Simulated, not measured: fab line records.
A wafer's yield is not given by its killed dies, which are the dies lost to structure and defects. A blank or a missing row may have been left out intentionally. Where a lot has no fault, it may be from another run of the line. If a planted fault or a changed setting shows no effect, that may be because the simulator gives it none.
A sampling plan put to the test || flow n5 finfet || each of the 37 faults these records tell of, on one fab line, judged from the records of the lots it struck
The plan consists of the line's own looks: route steps at which the wafer is read by a gauge or an inspection but not changed. A look is open to judgement when struck wafers have a number at it and the file gives its usual mean and standard deviation on fault-free wafers. Caught: the struck wafers' mean, at a look after the fault's first step, is 4 or more of those standard deviations (sigma) away from the usual mean. On the tool: the fault's steps, tested the same way using the tool's own readings. Caught also covers a different recipe on the struck wafers, or a record left blank for those wafers only.

THE FAULTS, as the simulator had put them in
1. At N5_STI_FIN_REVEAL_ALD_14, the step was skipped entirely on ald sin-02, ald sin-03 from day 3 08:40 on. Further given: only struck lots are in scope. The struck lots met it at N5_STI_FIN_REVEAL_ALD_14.
2. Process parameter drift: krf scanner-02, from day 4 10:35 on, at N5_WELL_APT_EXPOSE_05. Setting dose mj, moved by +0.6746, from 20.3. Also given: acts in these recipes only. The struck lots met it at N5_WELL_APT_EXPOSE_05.
3. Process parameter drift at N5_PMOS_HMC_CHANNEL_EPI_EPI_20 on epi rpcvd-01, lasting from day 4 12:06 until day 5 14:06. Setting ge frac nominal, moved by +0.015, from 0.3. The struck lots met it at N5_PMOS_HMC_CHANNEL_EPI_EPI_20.
4. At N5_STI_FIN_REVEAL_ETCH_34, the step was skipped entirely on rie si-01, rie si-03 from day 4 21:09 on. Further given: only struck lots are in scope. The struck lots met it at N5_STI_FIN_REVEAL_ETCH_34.
5. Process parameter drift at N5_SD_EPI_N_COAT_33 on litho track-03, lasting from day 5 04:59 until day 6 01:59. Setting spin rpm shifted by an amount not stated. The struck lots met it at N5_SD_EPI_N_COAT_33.
6. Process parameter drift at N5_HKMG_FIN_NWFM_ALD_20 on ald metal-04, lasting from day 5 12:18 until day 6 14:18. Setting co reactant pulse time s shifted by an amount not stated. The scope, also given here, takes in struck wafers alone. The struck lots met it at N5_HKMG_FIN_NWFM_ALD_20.
7. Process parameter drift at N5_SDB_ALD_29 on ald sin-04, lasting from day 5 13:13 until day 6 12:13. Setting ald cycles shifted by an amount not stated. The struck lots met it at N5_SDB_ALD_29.
8. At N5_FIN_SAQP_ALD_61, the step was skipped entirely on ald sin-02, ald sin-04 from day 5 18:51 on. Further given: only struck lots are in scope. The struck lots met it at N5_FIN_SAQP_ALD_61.
9. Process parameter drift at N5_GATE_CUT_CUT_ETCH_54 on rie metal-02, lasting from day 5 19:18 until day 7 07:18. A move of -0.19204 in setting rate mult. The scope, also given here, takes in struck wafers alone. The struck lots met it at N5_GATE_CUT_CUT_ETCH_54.
10. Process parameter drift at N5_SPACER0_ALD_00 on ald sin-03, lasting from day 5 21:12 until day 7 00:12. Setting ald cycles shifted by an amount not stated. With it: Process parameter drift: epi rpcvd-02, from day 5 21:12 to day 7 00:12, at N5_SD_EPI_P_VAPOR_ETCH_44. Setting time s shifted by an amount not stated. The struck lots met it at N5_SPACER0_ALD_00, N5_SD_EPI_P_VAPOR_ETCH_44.
11. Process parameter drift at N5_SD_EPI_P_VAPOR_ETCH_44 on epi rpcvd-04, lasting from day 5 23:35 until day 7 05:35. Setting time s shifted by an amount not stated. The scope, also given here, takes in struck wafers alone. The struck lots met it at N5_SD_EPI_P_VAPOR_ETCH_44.
12. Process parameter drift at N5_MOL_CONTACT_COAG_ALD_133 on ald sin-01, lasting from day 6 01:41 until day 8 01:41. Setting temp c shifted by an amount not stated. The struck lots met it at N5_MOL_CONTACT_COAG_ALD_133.
13. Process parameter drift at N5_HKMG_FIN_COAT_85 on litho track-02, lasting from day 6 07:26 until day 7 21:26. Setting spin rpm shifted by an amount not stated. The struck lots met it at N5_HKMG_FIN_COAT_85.
14. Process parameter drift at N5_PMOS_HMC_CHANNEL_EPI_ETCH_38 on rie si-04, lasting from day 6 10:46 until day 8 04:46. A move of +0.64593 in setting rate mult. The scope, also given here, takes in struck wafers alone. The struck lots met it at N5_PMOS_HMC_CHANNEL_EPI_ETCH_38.
15. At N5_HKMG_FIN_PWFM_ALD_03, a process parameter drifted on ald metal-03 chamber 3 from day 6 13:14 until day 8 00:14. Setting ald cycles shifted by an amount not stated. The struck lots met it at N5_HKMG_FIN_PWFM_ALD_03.
16. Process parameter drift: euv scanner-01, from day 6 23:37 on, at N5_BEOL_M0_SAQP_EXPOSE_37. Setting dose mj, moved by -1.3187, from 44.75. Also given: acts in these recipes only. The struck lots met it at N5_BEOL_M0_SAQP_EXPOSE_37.
17. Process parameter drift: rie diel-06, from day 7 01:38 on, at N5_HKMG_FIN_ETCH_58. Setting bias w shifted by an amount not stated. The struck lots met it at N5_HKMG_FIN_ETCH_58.
18. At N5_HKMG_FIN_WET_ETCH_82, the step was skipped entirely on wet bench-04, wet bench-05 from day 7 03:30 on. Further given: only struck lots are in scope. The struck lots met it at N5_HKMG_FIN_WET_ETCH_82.
19. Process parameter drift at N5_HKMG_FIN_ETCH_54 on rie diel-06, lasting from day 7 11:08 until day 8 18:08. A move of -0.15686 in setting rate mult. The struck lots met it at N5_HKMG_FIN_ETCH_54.
20. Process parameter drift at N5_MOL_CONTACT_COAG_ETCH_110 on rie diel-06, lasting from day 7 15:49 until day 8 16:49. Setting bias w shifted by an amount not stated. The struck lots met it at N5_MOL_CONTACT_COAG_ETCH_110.
21. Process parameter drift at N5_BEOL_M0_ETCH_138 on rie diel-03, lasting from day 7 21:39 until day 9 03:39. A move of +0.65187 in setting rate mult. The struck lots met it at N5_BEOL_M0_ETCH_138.
22. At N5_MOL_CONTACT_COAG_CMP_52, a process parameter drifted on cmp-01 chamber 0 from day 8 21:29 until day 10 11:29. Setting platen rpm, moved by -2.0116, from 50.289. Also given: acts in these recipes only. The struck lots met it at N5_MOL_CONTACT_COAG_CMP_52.
23. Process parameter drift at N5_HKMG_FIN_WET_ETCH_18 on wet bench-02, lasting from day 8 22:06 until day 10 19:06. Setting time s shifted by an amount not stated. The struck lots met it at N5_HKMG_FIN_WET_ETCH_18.
24. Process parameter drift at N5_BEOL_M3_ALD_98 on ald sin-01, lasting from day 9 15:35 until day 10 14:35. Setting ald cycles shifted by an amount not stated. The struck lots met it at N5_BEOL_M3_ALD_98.
25. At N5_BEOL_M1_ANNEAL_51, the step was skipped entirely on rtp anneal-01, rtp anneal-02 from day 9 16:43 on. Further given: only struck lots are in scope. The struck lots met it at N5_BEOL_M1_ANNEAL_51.
26. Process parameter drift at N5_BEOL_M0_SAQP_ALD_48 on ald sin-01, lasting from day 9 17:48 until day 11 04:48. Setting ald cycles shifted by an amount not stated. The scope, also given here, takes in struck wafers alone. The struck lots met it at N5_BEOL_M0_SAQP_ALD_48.
27. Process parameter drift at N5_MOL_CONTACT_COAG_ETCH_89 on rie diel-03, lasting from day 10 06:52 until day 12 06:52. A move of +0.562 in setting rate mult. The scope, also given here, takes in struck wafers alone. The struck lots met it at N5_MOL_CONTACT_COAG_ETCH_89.
28. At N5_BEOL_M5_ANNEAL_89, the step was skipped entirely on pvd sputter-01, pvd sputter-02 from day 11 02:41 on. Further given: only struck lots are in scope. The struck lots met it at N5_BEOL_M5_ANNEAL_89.
29. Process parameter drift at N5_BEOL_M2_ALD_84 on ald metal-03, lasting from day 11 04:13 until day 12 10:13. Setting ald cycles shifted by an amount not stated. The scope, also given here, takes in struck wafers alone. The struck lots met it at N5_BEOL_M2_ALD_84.
30. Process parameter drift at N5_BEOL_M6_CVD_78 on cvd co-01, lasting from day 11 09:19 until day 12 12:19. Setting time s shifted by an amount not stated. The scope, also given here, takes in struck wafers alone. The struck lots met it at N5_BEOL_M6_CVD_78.
31. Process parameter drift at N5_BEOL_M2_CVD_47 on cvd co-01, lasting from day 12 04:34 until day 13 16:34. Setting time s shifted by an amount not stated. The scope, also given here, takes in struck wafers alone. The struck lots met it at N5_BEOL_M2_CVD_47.
32. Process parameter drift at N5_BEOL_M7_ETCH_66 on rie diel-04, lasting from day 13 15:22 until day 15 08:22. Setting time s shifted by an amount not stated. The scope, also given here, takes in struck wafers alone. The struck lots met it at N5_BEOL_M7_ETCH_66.
33. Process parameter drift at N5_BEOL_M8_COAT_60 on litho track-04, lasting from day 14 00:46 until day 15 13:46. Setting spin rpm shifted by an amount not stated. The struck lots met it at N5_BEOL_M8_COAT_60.
34. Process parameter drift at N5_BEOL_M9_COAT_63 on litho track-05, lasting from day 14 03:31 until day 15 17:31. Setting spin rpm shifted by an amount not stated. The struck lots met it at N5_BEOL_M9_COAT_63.
35. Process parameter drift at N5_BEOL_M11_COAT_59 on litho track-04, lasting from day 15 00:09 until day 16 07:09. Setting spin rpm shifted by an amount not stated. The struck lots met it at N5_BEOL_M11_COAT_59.
36. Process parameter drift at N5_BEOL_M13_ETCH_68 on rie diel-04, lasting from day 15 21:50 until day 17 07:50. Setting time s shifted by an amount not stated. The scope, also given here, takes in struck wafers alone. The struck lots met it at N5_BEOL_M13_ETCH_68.
37. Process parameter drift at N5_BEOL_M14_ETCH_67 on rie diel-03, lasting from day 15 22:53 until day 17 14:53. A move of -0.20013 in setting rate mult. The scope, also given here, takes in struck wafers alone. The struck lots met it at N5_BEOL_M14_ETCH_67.

WHAT THE PLAN SAW
{"fault": 1, "on the tool itself": "the tool's record is blank for the struck wafers", "first look that catches it": "not the one look that can be judged after it", "reading, sigma": "-", "median hours from its first step to that look": "-", "hours from the fault's start to the first struck lot there": "-", "judged looks passed uncaught": 1}
{"fault": 2, "on the tool itself": "exposure dose mJ cm2 +30 sigma", "first look that catches it": "not the one look that can be judged after it", "reading, sigma": "-", "median hours from its first step to that look": "-", "hours from the fault's start to the first struck lot there": "-", "judged looks passed uncaught": 1}
{"fault": 3, "on the tool itself": "under 2 sigma", "first look that catches it": "N5_BEOL_M4_RC_MEAS_101", "reading, sigma": "IOFF_P_LONG +4.9", "median hours from its first step to that look": 172.4, "hours from the fault's start to the first struck lot there": 185, "judged looks passed uncaught": 1}
{"fault": 4, "on the tool itself": "the tool's record is blank for the struck wafers", "first look that catches it": "N5_STI_FIN_REVEAL_CD_MEAS_22", "reading, sigma": "cd nm +7.8", "median hours from its first step to that look": 0.6, "hours from the fault's start to the first struck lot there": 4, "judged looks passed uncaught": 0}
{"fault": 5, "on the tool itself": "spin speed rpm -47 sigma", "first look that catches it": "not the one look that can be judged after it", "reading, sigma": "-", "median hours from its first step to that look": "-", "hours from the fault's start to the first struck lot there": "-", "judged looks passed uncaught": 1}
{"fault": 6, "on the tool itself": "under 2 sigma", "first look that catches it": "not the one look that can be judged after it", "reading, sigma": "-", "median hours from its first step to that look": "-", "hours from the fault's start to the first struck lot there": "-", "judged looks passed uncaught": 1}
{"fault": 7, "on the tool itself": "under 2 sigma", "first look that catches it": "not the one look that can be judged after it", "reading, sigma": "-", "median hours from its first step to that look": "-", "hours from the fault's start to the first struck lot there": "-", "judged looks passed uncaught": 1}
{"fault": 8, "on the tool itself": "the tool's record is blank for the struck wafers", "first look that catches it": "no look after it can be judged", "reading, sigma": "-", "median hours from its first step to that look": "-", "hours from the fault's start to the first struck lot there": "-", "judged looks passed uncaught": 0}
{"fault": 9, "on the tool itself": "etch rf on time s +15 sigma", "first look that catches it": "not the one look that can be judged after it", "reading, sigma": "-", "median hours from its first step to that look": "-", "hours from the fault's start to the first struck lot there": "-", "judged looks passed uncaught": 1}
{"fault": 10, "on the tool itself": "under 2 sigma", "first look that catches it": "N5_BEOL_M4_RC_MEAS_101", "reading, sigma": "REXT_N +7.8", "median hours from its first step to that look": 141.3, "hours from the fault's start to the first struck lot there": 151, "judged looks passed uncaught": 1}
{"fault": 11, "on the tool itself": "no reading that can be judged", "first look that catches it": "N5_BEOL_M4_RC_MEAS_101", "reading, sigma": "REXT_P +7.8", "median hours from its first step to that look": 120.1, "hours from the fault's start to the first struck lot there": 124, "judged looks passed uncaught": 0}
{"fault": 12, "on the tool itself": "susceptor temp C -63 sigma", "first look that catches it": "not the one look that can be judged after it", "reading, sigma": "-", "median hours from its first step to that look": "-", "hours from the fault's start to the first struck lot there": "-", "judged looks passed uncaught": 1}
{"fault": 13, "on the tool itself": "spin speed rpm +99 or beyond sigma", "first look that catches it": "not the one look that can be judged after it", "reading, sigma": "-", "median hours from its first step to that look": "-", "hours from the fault's start to the first struck lot there": "-", "judged looks passed uncaught": 1}
{"fault": 14, "on the tool itself": "oes product au +22 sigma", "first look that catches it": "not the one look that can be judged after it", "reading, sigma": "-", "median hours from its first step to that look": "-", "hours from the fault's start to the first struck lot there": "-", "judged looks passed uncaught": 1}
{"fault": 15, "on the tool itself": "under 2 sigma", "first look that catches it": "none of the 2 looks that can be judged after it", "reading, sigma": "-", "median hours from its first step to that look": "-", "hours from the fault's start to the first struck lot there": "-", "judged looks passed uncaught": 2}
{"fault": 16, "on the tool itself": "exposure dose mJ cm2 -22 sigma", "first look that catches it": "not the one look that can be judged after it", "reading, sigma": "-", "median hours from its first step to that look": "-", "hours from the fault's start to the first struck lot there": "-", "judged looks passed uncaught": 1}
{"fault": 17, "on the tool itself": "bias w -29 sigma", "first look that catches it": "not the one look that can be judged after it", "reading, sigma": "-", "median hours from its first step to that look": "-", "hours from the fault's start to the first struck lot there": "-", "judged looks passed uncaught": 1}
{"fault": 18, "on the tool itself": "the tool's record is blank for the struck wafers", "first look that catches it": "N5_BEOL_M4_RC_MEAS_101", "reading, sigma": "VT_P_LONG -15", "median hours from its first step to that look": 106.2, "hours from the fault's start to the first struck lot there": 104, "judged looks passed uncaught": 0}
{"fault": 19, "on the tool itself": "etch rf on time s +12 sigma", "first look that catches it": "not the one look that can be judged after it", "reading, sigma": "-", "median hours from its first step to that look": "-", "hours from the fault's start to the first struck lot there": "-", "judged looks passed uncaught": 1}
{"fault": 20, "on the tool itself": "bias w -14 sigma", "first look that catches it": "not the one look that can be judged after it", "reading, sigma": "-", "median hours from its first step to that look": "-", "hours from the fault's start to the first struck lot there": "-", "judged looks passed uncaught": 1}
{"fault": 21, "on the tool itself": "etch rf on time s -17 sigma", "first look that catches it": "not the one look that can be judged after it", "reading, sigma": "-", "median hours from its first step to that look": "-", "hours from the fault's start to the first struck lot there": "-", "judged looks passed uncaught": 1}
{"fault": 22, "on the tool itself": "platen rpm -57 sigma", "first look that catches it": "not the one look that can be judged after it", "reading, sigma": "-", "median hours from its first step to that look": "-", "hours from the fault's start to the first struck lot there": "-", "judged looks passed uncaught": 1}
{"fault": 23, "on the tool itself": "under 2 sigma", "first look that catches it": "N5_BEOL_M4_RC_MEAS_101", "reading, sigma": "VT_N_LONG +81", "median hours from its first step to that look": 107.0, "hours from the fault's start to the first struck lot there": 113, "judged looks passed uncaught": 0}
{"fault": 24, "on the tool itself": "under 2 sigma", "first look that catches it": "not the one look that can be judged after it", "reading, sigma": "-", "median hours from its first step to that look": "-", "hours from the fault's start to the first struck lot there": "-", "judged looks passed uncaught": 1}
{"fault": 25, "on the tool itself": "the tool's record is blank for the struck wafers", "first look that catches it": "none of the 2 looks that can be judged after it", "reading, sigma": "strongest: M1_THK at N5_BEOL_M1_THK_MEAS_53, +3.5", "median hours from its first step to that look": "-", "hours from the fault's start to the first struck lot there": "-", "judged looks passed uncaught": 2}
{"fault": 26, "on the tool itself": "under 2 sigma", "first look that catches it": "not the one look that can be judged after it", "reading, sigma": "-", "median hours from its first step to that look": "-", "hours from the fault's start to the first struck lot there": "-", "judged looks passed uncaught": 1}
{"fault": 27, "on the tool itself": "etch rf on time s -21 sigma", "first look that catches it": "not the one look that can be judged after it", "reading, sigma": "-", "median hours from its first step to that look": "-", "hours from the fault's start to the first struck lot there": "-", "judged looks passed uncaught": 1}
{"fault": 28, "on the tool itself": "the tool's record is blank for the struck wafers", "first look that catches it": "no look after it can be judged", "reading, sigma": "-", "median hours from its first step to that look": "-", "hours from the fault's start to the first struck lot there": "-", "judged looks passed uncaught": 0}
{"fault": 29, "on the tool itself": "under 2 sigma", "first look that catches it": "not the one look that can be judged after it", "reading, sigma": "-", "median hours from its first step to that look": "-", "hours from the fault's start to the first struck lot there": "-", "judged looks passed uncaught": 1}
{"fault": 30, "on the tool itself": "run length s +4.2 sigma", "first look that catches it": "not the one look that can be judged after it", "reading, sigma": "-", "median hours from its first step to that look": "-", "hours from the fault's start to the first struck lot there": "-", "judged looks passed uncaught": 1}
{"fault": 31, "on the tool itself": "run length s +4.5 sigma", "first look that catches it": "not the one look that can be judged after it", "reading, sigma": "-", "median hours from its first step to that look": "-", "hours from the fault's start to the first struck lot there": "-", "judged looks passed uncaught": 1}
{"fault": 32, "on the tool itself": "run length s -18 sigma", "first look that catches it": "not the one look that can be judged after it", "reading, sigma": "-", "median hours from its first step to that look": "-", "hours from the fault's start to the first struck lot there": "-", "judged looks passed uncaught": 1}
{"fault": 33, "on the tool itself": "spin speed rpm -66 sigma", "first look that catches it": "not the one look that can be judged after it", "reading, sigma": "-", "median hours from its first step to that look": "-", "hours from the fault's start to the first struck lot there": "-", "judged looks passed uncaught": 1}
{"fault": 34, "on the tool itself": "spin speed rpm -44 sigma", "first look that catches it": "no look after it can be judged", "reading, sigma": "-", "median hours from its first step to that look": "-", "hours from the fault's start to the first struck lot there": "-", "judged looks passed uncaught": 0}
{"fault": 35, "on the tool itself": "spin speed rpm +99 or beyond sigma", "first look that catches it": "not the one look that can be judged after it", "reading, sigma": "-", "median hours from its first step to that look": "-", "hours from the fault's start to the first struck lot there": "-", "judged looks passed uncaught": 1}
{"fault": 36, "on the tool itself": "run length s -99 or beyond sigma", "first look that catches it": "no look after it can be judged", "reading, sigma": "-", "median hours from its first step to that look": "-", "hours from the fault's start to the first struck lot there": "-", "judged looks passed uncaught": 0}
{"fault": 37, "on the tool itself": "etch rf on time s +15 sigma", "first look that catches it": "no look after it can be judged", "reading, sigma": "-", "median hours from its first step to that look": "-", "hours from the fault's start to the first struck lot there": "-", "judged looks passed uncaught": 0}
A dash: this means the fault isn't caught or the number doesn't appear in these records.

Caught at a look: 6 of 37. Caught on the tool: 27 of 37. By one or the other: 31 of 37.
Faults 1, 2, 5, 8, 9, 12, 13, 14, 16, 17, 19, 20, 21, 22, 25, 27, 28, 30, 31, 32, 33, 34, 35, 36, 37 were caught on the tool alone.
Caught at a look alone: faults 3, 10, 11, 23.
Caught by neither: faults 6, 7, 15, 24, 26, 29.

THINNER SAMPLING
In the worst case, this is how late the first struck lot would be measured if the look that catches a fault measured only every second or every third lot, by lot number:
{"fault": 3, "struck lots at that look, in order of time": "L474, L473", "every lot": "185 h", "every second lot": "191 h", "every third lot": "may miss all 2"}
{"fault": 4, "struck lots at that look, in order of time": "L838, L839, L840", "every lot": "4 h", "every second lot": "11 h", "every third lot": "20 h"}
{"fault": 10, "struck lots at that look, in order of time": "L580, L579", "every lot": "151 h", "every second lot": "158 h", "every third lot": "may miss all 2"}
{"fault": 11, "struck lots at that look, in order of time": "L430, L431", "every lot": "124 h", "every second lot": "132 h", "every third lot": "may miss all 2"}
{"fault": 18, "struck lots at that look, in order of time": "L647, L649, L648", "every lot": "104 h", "every second lot": "127 h", "every third lot": "127 h"}
{"fault": 23, "struck lots at that look, in order of time": "L238, L240, L241", "every lot": "113 h", "every second lot": "126 h", "every third lot": "may miss all 3"}
Hours are from the fault's start to the first struck lot that is measured. The test against the limit of 4 sigma pooled every struck wafer, which means one lot taken alone may stay below that limit. Other struck lots may not be in these records.

THE LONGEST TIMED WAY FROM STEP TO LOOK
For fault 3, N5_PMOS_HMC_CHANNEL_EPI_EPI_20 and N5_BEOL_M4_RC_MEAS_101 are separated by a median of 172.4 hours. The look between them that can be judged stayed within 4 sigma: N5_BEOL_M4_INSPECT_59.
